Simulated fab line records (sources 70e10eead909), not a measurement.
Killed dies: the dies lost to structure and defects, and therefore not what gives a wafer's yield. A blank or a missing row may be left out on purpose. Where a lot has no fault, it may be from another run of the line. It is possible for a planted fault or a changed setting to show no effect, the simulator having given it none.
Chamber matching / flow nand-harc / NHARC_A_STAIRCASE_TRIM_187 on rie-diel-09: 4 sister chambers
The step chemistry O2, time 211.2 s. 4 wafers are shown with their chamber, then 7 later ones without.

== WAFERS WITH THEIR CHAMBER ==
wafer=L084.1; chamber=3; showerhead-plenum-p-Torr (Torr)=3.65
wafer=L084.6; chamber=2; showerhead-plenum-p-Torr (Torr)=3.40
wafer=L090.1; chamber=1; showerhead-plenum-p-Torr (Torr)=3.65
wafer=L090.4; chamber=0; showerhead-plenum-p-Torr (Torr)=3.46

== WAFERS WITH NO CHAMBER GIVEN ==
wafer=L090.6; showerhead-plenum-p-Torr (Torr)=3.65
wafer=L093.1; showerhead-plenum-p-Torr (Torr)=3.45
wafer=L093.2; showerhead-plenum-p-Torr (Torr)=3.64
wafer=L093.5; showerhead-plenum-p-Torr (Torr)=3.45
wafer=L097.2; showerhead-plenum-p-Torr (Torr)=3.39
wafer=L097.4; showerhead-plenum-p-Torr (Torr)=3.44
wafer=L097.6; showerhead-plenum-p-Torr (Torr)=3.64

== WHICH CHAMBER EACH WENT THROUGH ==
wafer=L090.6; from the rows above=can't be placed: 1 or 3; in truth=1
wafer=L093.1; from the rows above=0; in truth=0
wafer=L093.2; from the rows above=can't be placed: 1 or 3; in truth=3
wafer=L093.5; from the rows above=0; in truth=0
wafer=L097.2; from the rows above=2; in truth=2
wafer=L097.4; from the rows above=can't be placed: 0 or 2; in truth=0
wafer=L097.6; from the rows above=can't be placed: 1 or 3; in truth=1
Correct placement for 3 of the 7. Not placeable from these rows: 4 (in 4, the candidates include the true chamber). 0 placed wrongly.
How it was worked out, from the rows above alone: a wafer's distance from a chamber is the root of the sum, over the readings, of the square of ((its reading less the chamber's mean) divided by the reading's scatter). The wafer belongs to the nearest chamber; if the next one is less than 2 further off, it can't be placed. A chamber's mean is the mean of its shown wafers. The scatter: with one shown wafer a chamber, the root of the mean of the squares of how far each hidden wafer lies from its nearest shown one.
